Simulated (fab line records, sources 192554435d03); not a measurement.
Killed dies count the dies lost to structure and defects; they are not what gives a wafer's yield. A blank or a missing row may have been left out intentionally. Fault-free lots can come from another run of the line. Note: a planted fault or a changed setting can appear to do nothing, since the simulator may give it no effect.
fab line records    flow n5-finfet
record: lots: 24  wafers: 72  last-day: 21
route steps=1938 shown SDB@376 HKMG_FIN@451 GATE_CUT@468
lots that met no fault: taken from a fault-free run of the same line
start-h: the number of hours between the record's first day and the start of the first shown wafer of the lot    wait-h: hours since the lot's step before    " repeats the value in the row above    L1.1+2: one row covering several wafers at once    - no value, or no start given    * or withheld: withheld    < > ~ a bound
route shown NAME@n: names a module that has steps shown in the file, with the first one's number in the route    usual: average and standard deviation across the fault-free wafers    same: alike in all rows    chamber/n: place in a boat    sites: readings site by site    _std_site: the values' standard deviation    _edge_site: mean of outer sites minus mean of inner sites    radius-mm: for every site, how far away it sits from the centre of the wafer    mask NAME#n: copy n    behind: the tool/chamber that last shaped the wafer    hold: cause of the lot's hold/its duration in hours/its outcome    device: whichever transistor did not switch (one of n, p or np)    end of line: at the end of the route, the tests of the same wafers    where a step has no rows: the recipe by itself    killed: dies that structure and defects cost at the first sort, which is not the same as the wafer's yield    map: shows each die of a wafer: x if killed, . if not, _ if none is there
set.NAME: the setting as run; set.NAME@STEP: as run at that earlier step    model.NAME: the simulator's own value behind a step, which no gauge read
the route's steps for a sample of lots (tables are steps, rows are wafers)
services: when a tool's chamber went out of use (start-h, in hours from the record's first day, below 0 if earlier), for how many hours, and the reason
== steps ==
step: N5_SDB_INSPECT_36
recipe: inspect-instrument: darkfield  mode: post-cmp
usual: raw-defect-count: 40/20
lot.wafer  tool               chamber  start-h  wait-h  raw-defect-count
L074.3     defect-inspect-01  -        71.11    0.0     18
L074.4     "                  -        "        "       25
L074.6     "                  -        "        "       24
L075.1     defect-inspect-01  -        76.06    0.0     35
L075.3     "                  -        "        "       59
L075.6     "                  -        "        "       53
L076.1     defect-inspect-01  -        82.06    0.0     37
L076.4     "                  -        "        "       28
L076.6     "                  -        "        "       20
L077.3     defect-inspect-02  -        90.89    0.0     8
L077.5     "                  -        "        "       17
L077.6     "                  -        "        "       17
L078.2     defect-inspect-02  -        98.88    0.0     63
L078.4     "                  -        "        "       7
L078.6     "                  -        "        "       34
L079.2     defect-inspect-02  -        105.11   0.0     39
L079.3     "                  -        "        "       36
L079.4     "                  -        "        "       37
L080.2     defect-inspect-01  -        113.68   0.0     62
L080.3     "                  -        "        "       61
L080.5     "                  -        "        "       31
L081.1     defect-inspect-01  -        120.89   0.0     68
L081.2     "                  -        "        "       88
L081.5     "                  -        "        "       47
L082.2     defect-inspect-01  -        123.35   0.0     43
L082.5     "                  -        "        "       24
L082.6     "                  -        "        "       33
L083.2     defect-inspect-01  -        125.12   0.0     61
L083.3     "                  -        "        "       30
L083.4     "                  -        "        "       16
L084.2     defect-inspect-02  -        130.47   0.0     43
L084.4     "                  -        "        "       38
L084.5     "                  -        "        "       30
L085.1     defect-inspect-01  -        135.25   0.0     40
L085.2     "                  -        "        "       61
L085.3     "                  -        "        "       46
L086.3     defect-inspect-01  -        141.80   0.0     48
L086.4     "                  -        "        "       47
L086.5     "                  -        "        "       127
L087.2     defect-inspect-02  -        147.26   0.0     61
L087.3     "                  -        "        "       40
L087.5     "                  -        "        "       72
L088.3     defect-inspect-01  -        152.08   0.0     16
L088.5     "                  -        "        "       44
L088.6     "                  -        "        "       48
L089.2     defect-inspect-01  -        157.93   0.0     28
L089.4     "                  -        "        "       34
L089.6     "                  -        "        "       28
L090.2     defect-inspect-01  -        164.08   0.0     47
L090.4     "                  -        "        "       21
L090.5     "                  -        "        "       33
L091.1     defect-inspect-02  -        169.67   0.0     16
L091.2     "                  -        "        "       32
L091.4     "                  -        "        "       18
L092.1     defect-inspect-02  -        179.65   0.0     56
L092.4     "                  -        "        "       21
L092.6     "                  -        "        "       20
L093.1     defect-inspect-02  -        181.31   0.0     91
L093.5     "                  -        "        "       47
L093.6     "                  -        "        "       55
L094.2     defect-inspect-01  -        193.92   0.0     32
L094.3     "                  -        "        "       12
L094.4     "                  -        "        "       36
L095.2     defect-inspect-02  -        196.45   0.0     27
L095.3     "                  -        "        "       25
L095.5     "                  -        "        "       58
L096.2     defect-inspect-02  -        200.93   0.0     11
L096.3     "                  -        "        "       36
L096.4     "                  -        "        "       28
L097.1     defect-inspect-02  -        208.36   0.0     20
L097.2     "                  -        "        "       26
L097.4     "                  -        "        "       28
step: N5_HKMG_FIN_ETCH_67
recipe: chemistry: N2/H2  target: SOC  target-depth-a: 3889  stop-on: TiN  ion-energy-ev: 100  bias-w: 61  pressure-mtorr: 30  source-w: 850  n2-flow-sccm: 200  h2-flow-sccm: 200
usual: drypump-motor-current-A: 5.6/0.53  oes-product-au: 0.79/0.09  rf-vpp-V: 240.7/1.1  showerhead-plenum-p-Torr: 2.54/0.074  throttle-valve-pct: 17.60/0.2
lot.wafer  tool         chamber  start-h  wait-h  drypump-motor-current-A  oes-product-au  rf-hours-counter-h  rf-vpp-V  showerhead-plenum-p-Torr  throttle-valve-pct
L074.3     rie-diel-04  0        78.59    -       5.7                      0.70            202                 240.8     2.49                      17.50
L074.4     "            1        "        "       6.3                      0.95            6                   240.8     2.62                      17.86
L074.6     "            1        "        "       6.3                      0.94            -                   241.0     2.62                      17.86
L075.1     rie-diel-04  0        83.47    -       5.8                      0.70            203                 240.7     2.49                      17.49
L075.3     "            1        "        "       6.4                      0.94            7                   241.5     2.62                      17.86
L075.6     "            1        "        "       6.3                      0.94            -                   241.2     2.62                      17.86
L076.1     rie-diel-04  0        89.46    -       5.7                      0.69            205                 241.2     2.49                      17.51
L076.4     "            3        "        "       6.6                      0.73            184                 241.9     2.62                      17.53
L076.6     "            2        "        "       4.9                      0.75            -                   241.8     2.57                      17.40
L077.3     rie-diel-01  2        98.43    -       5.3                      0.71            210                 239.8     2.41                      17.51
L077.5     "            0        "        "       5.5                      0.73            -                   240.8     2.54                      17.82
L077.6     "            1        "        "       5.0                      0.76            -                   242.7     2.70                      18.02
L078.2     rie-diel-01  1        106.48   -       5.1                      0.75            142                 241.6     2.70                      18.01
L078.4     "            2        "        "       5.2                      0.71            212                 238.4     2.40                      17.50
L078.6     "            2        "        "       5.2                      0.71            -                   238.6     2.40                      17.50
L079.2     rie-diel-01  0        112.50   -       5.5                      0.72            173                 240.9     2.54                      17.82
L079.3     "            3        "        "       5.7                      0.87            41                  240.0     2.50                      17.44
L079.4     "            0        "        "       5.5                      0.73            -                   241.2     2.54                      17.83
L080.2     rie-diel-05  3        121.84   -       5.3                      1.01            0                   240.5     2.50                      17.53
L080.3     "            2        "        "       5.4                      0.77            119                 241.6     2.54                      17.37
L080.5     "            3        "        "       5.3                      1.00            -                   240.9     2.50                      17.53
L081.1     rie-diel-05  3        128.29   -       5.3                      0.98            2                   240.1     2.50                      17.55
L081.2     "            1        "        "       6.4                      0.88            19                  240.1     2.50                      17.38
L081.5     "            3        "        "       5.3                      0.98            -                   239.7     2.50                      17.54
L082.2     rie-diel-04  3        130.60   -       6.5                      0.72            194                 241.8     2.62                      17.53
L082.5     "            1        "        "       6.3                      0.89            -                   241.4     2.61                      17.88
L082.6     "            2        "        "       4.9                      0.72            -                   240.7     2.56                      17.43
L083.2     rie-diel-05  3        133.02   -       5.2                      0.96            4                   239.5     2.49                      17.54
L083.3     "            2        "        "       5.4                      0.78            122                 241.0     2.54                      17.37
L083.4     "            1        "        "       6.4                      0.88            20                  240.1     2.50                      17.39
L084.2     rie-diel-04  2        137.84   -       4.9                      0.73            129                 240.0     2.56                      17.41
L084.4     "            3        "        "       6.6                      0.71            -                   242.1     2.61                      17.55
L084.5     "            2        "        "       4.9                      0.73            -                   240.7     2.56                      17.43
L085.1     rie-diel-05  1        142.53   -       6.4                      0.88            23                  239.7     2.50                      17.38
L085.2     "            0        "        "       5.3                      0.79            91                  241.4     2.56                      17.54
L085.3     "            2        "        "       5.4                      0.77            125                 240.7     2.54                      17.39
L086.3     rie-diel-05  2        149.06   -       5.4                      0.77            127                 240.2     2.54                      17.38
L086.4     "            3        "        "       5.3                      0.95            8                   238.7     2.49                      17.54
L086.5     "            0        "        "       5.3                      0.79            -                   239.5     2.56                      17.54
L087.2     rie-diel-05  2        154.80   -       5.4                      0.77            129                 241.2     2.54                      17.39
L087.3     "            0        "        "       5.2                      0.79            94                  239.9     2.56                      17.56
L087.5     "            3        "        "       5.3                      0.95            -                   239.5     2.49                      17.55
L088.3     rie-diel-01  2        159.72   -       5.2                      0.70            223                 239.2     2.40                      17.52
L088.5     "            1        "        "       5.1                      0.74            -                   240.8     2.70                      18.03
L088.6     "            2        "        "       5.2                      0.69            -                   237.8     2.40                      17.53
L089.2     rie-diel-04  0        165.11   -       5.8                      0.68            220                 241.9     2.49                      17.55
L089.4     "            1        "        "       6.4                      0.89            27                  239.9     2.61                      17.88
L089.6     "            3        "        "       6.6                      0.71            -                   243.1     2.61                      17.55
L090.2     rie-diel-01  3        171.44   -       5.7                      0.84            54                  240.4     2.50                      17.45
L090.4     "            2        "        "       5.3                      0.70            226                 239.3     2.40                      17.52
L090.5     "            0        "        "       5.5                      0.71            -                   241.2     2.53                      17.86
L091.1     rie-diel-04  1        177.28   -       6.4                      0.88            31                  241.4     2.61                      17.89
L091.2     "            0        "        "       5.8                      0.68            224                 240.0     2.48                      17.54
L091.4     "            2        "        "       4.9                      0.72            139                 240.4     2.56                      17.46
L092.1     rie-diel-01  2        188.37   -       5.2                      0.70            232                 238.3     2.40                      17.53
L092.4     "            0        "        "       5.5                      0.70            192                 240.1     2.53                      17.85
L092.6     "            2        "        "       5.2                      0.69            -                   239.5     2.40                      17.54
L093.1     rie-diel-05  2        189.21   -       5.4                      0.76            137                 240.9     2.54                      17.42
L093.5     "            3        "        "       5.2                      0.92            -                   241.5     2.49                      17.57
L093.6     "            2        "        "       5.4                      0.76            -                   240.5     2.54                      17.39
L094.2     rie-diel-01  0        202.05   -       5.5                      0.71            196                 239.5     2.53                      17.86
L094.3     "            2        "        "       5.3                      0.69            236                 239.7     2.40                      17.54
L094.4     "            3        "        "       5.6                      0.83            64                  240.1     2.49                      17.48
L095.2     rie-diel-04  0        204.02   -       5.7                      0.68            231                 241.6     2.48                      17.55
L095.3     "            1        "        "       6.3                      0.87            36                  240.2     2.61                      17.91
L095.5     "            0        "        "       5.8                      0.67            -                   239.1     2.48                      17.56
L096.2     rie-diel-01  2        209.11   -       5.3                      0.68            239                 239.5     2.39                      17.57
L096.3     "            1        "        "       5.1                      0.73            167                 241.7     2.69                      18.07
L096.4     "            1        "        "       5.0                      0.73            -                   241.5     2.69                      18.05
L097.1     rie-diel-04  0        215.90   -       5.7                      0.67            236                 241.3     2.48                      17.57
L097.2     "            1        "        "       6.3                      0.87            40                  241.4     2.61                      17.91
L097.4     "            2        "        "       4.9                      0.72            -                   240.9     2.55                      17.46
step: N5_HKMG_FIN_ETCHBACK_68
recipe: chemistry: Cl2/Ar  stop-on: HfO2  target-depth-a: 5  pressure-mtorr: 10  icp-w: 600  bias-w: 60  Cl2_flow_sccm: 40  Ar_flow_sccm: 60
usual: drypump-motor-current-A: 5.7/0.4  mfc-cl2-sccm: 39.96/0.12  oes-product-au: 0.71/0.079  throttle-valve-pct: 20.88/0.23
lot.wafer  tool          chamber  start-h  wait-h  drypump-motor-current-A  mfc-cl2-sccm  oes-product-au  rf-hours-counter-h  throttle-valve-pct
L074.3     rie-metal-01  0        78.85    0.1     5.0                      40.12         0.80            -                   20.79
L074.4     "             1        "        "       5.9                      39.99         0.60            -                   20.97
L074.6     "             1        "        "       5.9                      40.15         0.60            -                   20.97
L075.1     rie-metal-03  0        83.69    0.0     5.7                      40.13         0.78            36                  20.52
L075.3     "             1        "        "       5.6                      40.02         0.76            -                   20.78
L075.6     "             0        "        "       5.7                      40.17         0.78            -                   20.54
L076.1     rie-metal-01  1        89.71    0.0     5.9                      39.99         0.61            123                 20.97
L076.4     "             0        "        "       5.0                      39.95         0.80            -                   20.80
L076.6     "             1        "        "       5.9                      40.02         0.60            -                   20.97
L077.3     rie-metal-03  0        98.72    0.1     5.7                      39.92         0.79            -                   20.54
L077.5     "             1        "        "       5.6                      39.88         0.75            -                   20.78
L077.6     "             0        "        "       5.7                      39.95         0.79            -                   20.52
L078.2     rie-metal-03  1        106.70   0.0     5.7                      39.98         0.76            57                  20.77
L078.4     "             0        "        "       5.7                      40.07         0.78            -                   20.55
L078.6     "             1        "        "       5.6                      39.74         0.75            -                   20.79
L079.2     rie-metal-03  1        112.72   0.0     5.6                      39.89         0.75            57                  20.79
L079.3     "             0        "        "       5.7                      39.79         0.77            -                   20.56
L079.4     "             1        "        "       5.6                      39.77         0.75            -                   20.78
L080.2     rie-metal-01  1        122.06   0.0     5.9                      39.93         0.60            124                 20.94
L080.3     "             1        "        "       5.9                      39.87         0.60            -                   20.98
L080.5     "             1        "        "       5.9                      40.09         0.60            -                   20.95
L081.1     rie-metal-02  1        128.50   0.0     6.1                      39.88         0.60            117                 20.93
L081.2     "             0        "        "       6.2                      39.89         0.69            70                  21.31
L081.5     "             0        "        "       6.1                      39.82         0.70            -                   21.32
L082.2     rie-metal-01  0        130.85   0.0     5.0                      39.95         0.80            32                  20.77
L082.5     "             1        "        "       5.9                      40.06         0.60            -                   20.97
L082.6     "             0        "        "       5.0                      39.92         0.80            -                   20.78
L083.2     rie-metal-02  1        133.24   0.0     6.0                      39.85         0.61            118                 20.93
L083.3     "             1        "        "       6.0                      39.92         0.61            -                   20.94
L083.4     "             0        "        "       6.2                      40.04         0.70            -                   21.35
L084.2     rie-metal-01  0        138.05   0.0     5.0                      39.75         0.80            32                  20.80
L084.4     "             1        "        "       5.9                      39.99         0.60            -                   20.95
L084.5     "             1        "        "       5.9                      40.04         0.60            -                   20.98
L085.1     rie-metal-02  1        142.75   0.0     6.0                      40.13         0.61            118                 20.94
L085.2     "             0        "        "       6.2                      39.76         0.70            71                  21.33
L085.3     "             1        "        "       6.0                      40.00         0.60            -                   20.93
L086.3     rie-metal-01  0        149.33   0.1     5.0                      40.03         0.79            -                   20.78
L086.4     "             1        "        "       5.9                      40.08         0.60            -                   20.96
L086.5     "             0        "        "       5.0                      39.79         0.79            -                   20.77
L087.2     rie-metal-01  0        155.02   0.0     5.0                      40.14         0.79            33                  20.77
L087.3     "             0        "        "       5.0                      40.22         0.79            -                   20.79
L087.5     "             1        "        "       5.9                      40.00         0.60            -                   20.94
L088.3     rie-metal-02  1        159.98   0.1     6.0                      40.01         0.60            -                   20.94
L088.5     "             0        "        "       6.1                      39.82         0.69            -                   21.33
L088.6     "             1        "        "       6.0                      39.97         0.60            -                   20.93
L089.2     rie-metal-02  0        165.36   0.0     6.2                      40.04         0.70            72                  21.34
L089.4     "             1        "        "       6.1                      39.75         0.60            -                   20.93
L089.6     "             0        "        "       6.2                      39.83         0.69            -                   21.34
L090.2     rie-metal-01  1        171.66   0.0     5.9                      40.09         0.60            126                 20.96
L090.4     "             1        "        "       5.9                      39.87         0.60            -                   20.95
L090.5     "             0        "        "       5.0                      39.92         0.79            -                   20.77
L091.1     rie-metal-02  0        177.53   0.0     6.1                      39.70         0.69            73                  21.33
L091.2     "             1        "        "       6.1                      40.24         0.60            120                 20.93
L091.4     "             0        "        "       6.1                      39.86         0.69            -                   21.32
L092.1     rie-metal-03  1        188.70   0.0     5.6                      39.94         0.75            60                  20.79
L092.4     "             0        "        "       5.7                      40.10         0.77            -                   20.54
L092.6     "             1        "        "       5.7                      40.08         0.74            -                   20.79
L093.1     rie-metal-02  0        189.43   0.0     6.1                      39.80         0.69            73                  21.34
L093.5     "             1        "        "       6.0                      39.91         0.60            -                   20.95
L093.6     "             0        "        "       6.1                      39.82         0.68            -                   21.34
L094.2     rie-metal-03  1        202.27   0.0     5.7                      40.16         0.74            61                  20.79
L094.3     "             1        "        "       5.7                      39.99         0.74            -                   20.79
L094.4     "             0        "        "       5.7                      39.85         0.77            -                   20.55
L095.2     rie-metal-03  0        204.24   0.0     5.8                      39.93         0.77            42                  20.56
L095.3     "             1        "        "       5.6                      40.00         0.74            -                   20.79
L095.5     "             0        "        "       5.8                      39.89         0.77            -                   20.56
L096.2     rie-metal-01  0        209.37   0.1     5.0                      40.08         0.78            -                   20.80
L096.3     "             0        "        "       5.0                      40.03         0.79            -                   20.80
L096.4     "             0        "        "       5.0                      39.94         0.78            -                   20.80
L097.1     rie-metal-03  1        216.15   0.0     5.7                      40.19         0.74            61                  20.78
L097.2     "             0        "        "       5.7                      39.92         0.77            42                  20.55
L097.4     "             1        "        "       5.7                      39.99         0.74            -                   20.77
step: N5_GATE_CUT_VAPOR_ETCH_60
recipe: chemistry: BCl3/Cl2  target: HfO2  mode: isotropic
usual: drypump-motor-current-A: 5.7/0.37  oes-product-au: 0.72/0.077
lot.wafer  tool          chamber  start-h  wait-h  drypump-motor-current-A  oes-product-au
L074.3     rie-metal-03  0        80.86    0.0     5.8                      0.80
L074.4     "             1        "        "       5.7                      0.75
L074.6     "             0        "        "       5.7                      0.80
L075.1     rie-metal-01  1        85.73    0.0     5.9                      0.62
L075.3     "             0        "        "       5.0                      0.80
L075.6     "             0        "        "       5.0                      0.81
L076.1     rie-metal-01  1        91.75    0.0     5.9                      0.62
L076.4     "             0        "        "       5.0                      0.79
L076.6     "             0        "        "       5.0                      0.80
L077.3     rie-metal-03  0        100.76   0.0     5.8                      0.80
L077.5     "             0        "        "       5.7                      0.81
L077.6     "             1        "        "       5.6                      0.76
L078.2     rie-metal-03  0        108.75   0.0     5.8                      0.81
L078.4     "             1        "        "       5.6                      0.76
L078.6     "             1        "        "       5.7                      0.75
L079.2     rie-metal-02  0        114.76   0.0     6.2                      0.70
L079.3     "             0        "        "       6.2                      0.71
L079.4     "             1        "        "       6.1                      0.62
L080.2     rie-metal-02  0        124.10   0.0     6.2                      0.70
L080.3     "             1        "        "       6.0                      0.61
L080.5     "             1        "        "       6.0                      0.61
L081.1     rie-metal-03  0        130.57   0.0     5.8                      0.80
L081.2     "             1        "        "       5.6                      0.76
L081.5     "             1        "        "       5.6                      0.76
L082.2     rie-metal-03  0        132.89   0.0     5.7                      0.80
L082.5     "             0        "        "       5.7                      0.81
L082.6     "             1        "        "       5.6                      0.77
L083.2     rie-metal-02  0        135.28   0.0     6.1                      0.71
L083.3     "             0        "        "       6.1                      0.71
L083.4     "             1        "        "       6.1                      0.62
L084.2     rie-metal-01  0        140.22   0.0     5.0                      0.79
L084.4     "             0        "        "       5.0                      0.80
L084.5     "             1        "        "       5.9                      0.61
L085.1     rie-metal-03  1        144.79   0.0     5.6                      0.76
L085.2     "             0        "        "       5.7                      0.80
L085.3     "             1        "        "       5.6                      0.76
L086.3     rie-metal-01  0        151.46   0.0     5.0                      0.79
L086.4     "             1        "        "       5.9                      0.61
L086.5     "             0        "        "       5.0                      0.80
L087.2     rie-metal-01  1        157.09   0.0     5.9                      0.62
L087.3     "             0        "        "       5.0                      0.80
L087.5     "             0        "        "       5.0                      0.79
L088.3     rie-metal-02  1        161.99   0.0     6.0                      0.61
L088.5     "             1        "        "       6.0                      0.61
L088.6     "             0        "        "       6.1                      0.70
L089.2     rie-metal-02  0        167.40   0.0     6.2                      0.71
L089.4     "             1        "        "       6.0                      0.62
L089.6     "             1        "        "       6.0                      0.61
L090.2     rie-metal-03  1        173.82   0.0     5.7                      0.75
L090.4     "             0        "        "       5.7                      0.78
L090.5     "             1        "        "       5.6                      0.75
L091.1     rie-metal-02  0        179.78   0.0     6.1                      0.71
L091.2     "             1        "        "       6.0                      0.61
L091.4     "             1        "        "       6.1                      0.61
L092.1     rie-metal-02  1        190.75   0.0     6.1                      0.61
L092.4     "             1        "        "       6.1                      0.61
L092.6     "             1        "        "       6.1                      0.61
L093.1     rie-metal-03  1        191.47   0.0     5.7                      0.75
L093.5     "             1        "        "       5.7                      0.75
L093.6     "             0        "        "       5.7                      0.79
L094.2     rie-metal-02  1        204.59   0.1     6.0                      0.61
L094.3     "             1        "        "       6.0                      0.61
L094.4     "             1        "        "       6.0                      0.61
L095.2     rie-metal-01  0        206.31   0.0     5.0                      0.79
L095.3     "             1        "        "       5.9                      0.60
L095.5     "             1        "        "       5.9                      0.60
L096.2     rie-metal-01  0        211.75   0.1     5.0                      0.79
L096.3     "             0        "        "       5.0                      0.79
L096.4     "             0        "        "       5.0                      0.79
L097.1     rie-metal-03  1        218.19   0.0     5.6                      0.76
L097.2     "             0        "        "       5.7                      0.80
L097.4     "             1        "        "       5.7                      0.76
step: N5_GATE_CUT_INSPECT_15
recipe: mode: adi  inspect-instrument: brightfield
usual: raw-defect-count: 142/48
lot.wafer  tool               chamber  start-h  wait-h  raw-defect-count
L074.3     defect-inspect-02  -        84.41    0.0     143
L074.4     "                  -        "        "       96
L074.6     "                  -        "        "       105
L075.1     defect-inspect-01  -        89.17    0.1     242
L075.3     "                  -        "        "       146
L075.6     "                  -        "        "       90
L076.1     defect-inspect-01  -        95.31    0.1     253
L076.4     "                  -        "        "       208
L076.6     "                  -        "        "       385
L077.3     defect-inspect-02  -        104.15   0.0     113
L077.5     "                  -        "        "       120
L077.6     "                  -        "        "       103
L078.2     defect-inspect-02  -        112.26   0.0     135
L078.4     "                  -        "        "       163
L078.6     "                  -        "        "       172
L079.2     defect-inspect-01  -        118.17   0.0     168
L079.3     "                  -        "        "       185
L079.4     "                  -        "        "       160
L080.2     defect-inspect-01  -        127.77   0.0     105
L080.3     "                  -        "        "       139
L080.5     "                  -        "        "       103
L081.1     defect-inspect-02  -        134.09   0.1     75
L081.2     "                  -        "        "       120
L081.5     "                  -        "        "       125
L082.2     defect-inspect-01  -        136.42   0.0     168
L082.5     "                  -        "        "       136
L082.6     "                  -        "        "       143
L083.2     defect-inspect-02  -        138.80   0.0     97
L083.3     "                  -        "        "       100
L083.4     "                  -        "        "       134
L084.2     defect-inspect-01  -        144.57   0.0     117
L084.4     "                  -        "        "       116
L084.5     "                  -        "        "       103
L085.1     defect-inspect-01  -        148.18   0.1     174
L085.2     "                  -        "        "       87
L085.3     "                  -        "        "       151
L086.3     defect-inspect-01  -        154.87   0.0     217
L086.4     "                  -        "        "       102
L086.5     "                  -        "        "       145
L087.2     defect-inspect-01  -        160.48   0.0     107
L087.3     "                  -        "        "       121
L087.5     "                  -        "        "       134
L088.3     defect-inspect-02  -        165.50   0.0     92
L088.5     "                  -        "        "       98
L088.6     "                  -        "        "       73
L089.2     defect-inspect-01  -        170.96   0.0     139
L089.4     "                  -        "        "       162
L089.6     "                  -        "        "       192
L090.2     defect-inspect-02  -        177.41   0.0     98
L090.4     "                  -        "        "       125
L090.5     "                  -        "        "       141
L091.1     defect-inspect-02  -        183.69   0.1     206
L091.2     "                  -        "        "       162
L091.4     "                  -        "        "       173
L092.1     defect-inspect-01  -        194.82   0.1     123
L092.4     "                  -        "        "       145
L092.6     "                  -        "        "       154
L093.1     defect-inspect-02  -        196.72   0.1     115
L093.5     "                  -        "        "       131
L093.6     "                  -        "        "       133
L094.2     defect-inspect-02  -        208.04   0.0     103
L094.3     "                  -        "        "       82
L094.4     "                  -        "        "       116
L095.2     defect-inspect-02  -        210.23   0.0     86
L095.3     "                  -        "        "       129
L095.5     "                  -        "        "       120
L096.2     defect-inspect-02  -        215.19   0.0     120
L096.3     "                  -        "        "       135
L096.4     "                  -        "        "       80
L097.1     defect-inspect-02  -        221.84   0.1     139
L097.2     "                  -        "        "       194
L097.4     "                  -        "        "       224
step: N5_GATE_CUT_VAPOR_ETCH_48
recipe: chemistry: BCl3/Cl2  target: TiN  mode: isotropic
usual: drypump-motor-current-A: 5.8/0.4  oes-product-au: 0.70/0.079
lot.wafer  tool          chamber  start-h  wait-h  drypump-motor-current-A  oes-product-au
L074.3     rie-metal-03  0        85.02    0.0     5.7                      0.80
L074.4     "             1        "        "       5.7                      0.76
L074.6     "             1        "        "       5.7                      0.76
L075.1     rie-metal-03  1        89.77    0.0     5.7                      0.76
L075.3     "             0        "        "       5.7                      0.81
L075.6     "             1        "        "       5.6                      0.77
L076.1     rie-metal-02  1        95.92    0.0     6.0                      0.62
L076.4     "             1        "        "       6.0                      0.62
L076.6     "             0        "        "       6.1                      0.70
L077.3     rie-metal-02  0        104.76   0.0     6.1                      0.70
L077.5     "             0        "        "       6.1                      0.71
L077.6     "             1        "        "       6.0                      0.61
L078.2     rie-metal-02  0        112.87   0.0     6.1                      0.71
L078.4     "             1        "        "       6.0                      0.61
L078.6     "             0        "        "       6.1                      0.71
L079.2     rie-metal-03  0        119.98   0.0     5.7                      0.81
L079.3     "             0        "        "       5.8                      0.81
L079.4     "             1        "        "       5.6                      0.77
L080.2     rie-metal-01  1        128.37   0.0     5.9                      0.62
L080.3     "             1        "        "       5.9                      0.62
L080.5     "             0        "        "       5.0                      0.81
L081.1     rie-metal-01  1        134.76   0.0     5.9                      0.61
L081.2     "             0        "        "       5.0                      0.80
L081.5     "             1        "        "       5.9                      0.62
L082.2     rie-metal-03  1        137.03   0.0     5.6                      0.76
L082.5     "             0        "        "       5.7                      0.80
L082.6     "             1        "        "       5.6                      0.76
L083.2     rie-metal-02  1        139.41   0.0     6.0                      0.61
L083.3     "             1        "        "       6.0                      0.62
L083.4     "             0        "        "       6.2                      0.71
L084.2     rie-metal-02  0        145.18   0.0     6.2                      0.70
L084.4     "             0        "        "       6.1                      0.70
L084.5     "             0        "        "       6.2                      0.71
L085.1     rie-metal-01  1        148.85   0.0     5.9                      0.63
L085.2     "             0        "        "       5.0                      0.80
L085.3     "             0        "        "       5.0                      0.80
L086.3     rie-metal-02  0        155.49   0.0     6.2                      0.70
L086.4     "             1        "        "       6.0                      0.61
L086.5     "             1        "        "       6.1                      0.62
L087.2     rie-metal-01  0        161.09   0.0     5.0                      0.80
L087.3     "             0        "        "       5.0                      0.80
L087.5     "             1        "        "       5.9                      0.62
L088.3     rie-metal-02  1        166.12   0.0     6.0                      0.62
L088.5     "             0        "        "       6.2                      0.70
L088.6     "             1        "        "       6.0                      0.61
L089.2     rie-metal-02  1        171.59   0.0     6.0                      0.61
L089.4     "             1        "        "       6.0                      0.61
L089.6     "             1        "        "       6.0                      0.62
L090.2     rie-metal-02  0        178.08   0.0     6.1                      0.71
L090.4     "             1        "        "       6.0                      0.62
L090.5     "             1        "        "       6.0                      0.62
L091.1     rie-metal-01  0        184.30   0.0     5.0                      0.79
L091.2     "             1        "        "       5.9                      0.61
L091.4     "             1        "        "       5.9                      0.62
L092.1     rie-metal-01  0        195.59   0.0     5.0                      0.79
L092.4     "             1        "        "       5.9                      0.61
L092.6     "             1        "        "       5.9                      0.61
L093.1     rie-metal-03  0        197.33   0.0     5.7                      0.79
L093.5     "             0        "        "       5.7                      0.79
L093.6     "             1        "        "       5.7                      0.76
L094.2     rie-metal-02  1        208.88   0.1     6.0                      0.61
L094.3     "             1        "        "       6.0                      0.61
L094.4     "             1        "        "       6.0                      0.61
L095.2     rie-metal-02  1        211.03   0.1     6.0                      0.62
L095.3     "             1        "        "       6.1                      0.61
L095.5     "             1        "        "       6.1                      0.62
L096.2     rie-metal-02  1        215.99   0.1     6.0                      0.61
L096.3     "             1        "        "       6.0                      0.61
L096.4     "             1        "        "       6.0                      0.61
L097.1     rie-metal-01  0        222.63   0.1     5.0                      0.78
L097.2     "             0        "        "       4.9                      0.79
L097.4     "             0        "        "       5.0                      0.79
== services ==
tool          chamber  start-h  hours  kind
rie-metal-03  -        87.47    0.3    repair
rie-metal-01  -        104.04   2.8    pm
rie-diel-05   3        105.73   -      clean
rie-diel-05   3        105.73   -      consumable-replace:focus-ring
rie-diel-05   3        105.73   15.2   scheduled-down
rie-diel-05   3        105.73   15.2   vent-cycle
rie-diel-01   1        110.94   3.2    repair
rie-diel-01   -        123.84   1.0    repair
rie-diel-04   0        130.04   8.7    repair
rie-diel-01   -        147.93   0.5    repair
rie-metal-03  -        147.94   3.5    repair
rie-diel-05   -        177.06   2.8    pm
rie-diel-05   -        188.93   0.2    repair
rie-metal-02  0        195.10   26.1   repair
rie-diel-04   3        206.48   9.8    repair
rie-metal-01  1        207.18   -      clean
rie-metal-01  1        207.18   17.1   scheduled-down
rie-metal-01  1        207.18   17.1   vent-cycle
rie-diel-01   0        208.40   5.3    repair
rie-diel-05   -        208.65   0.6    repair
== key ==
fault none
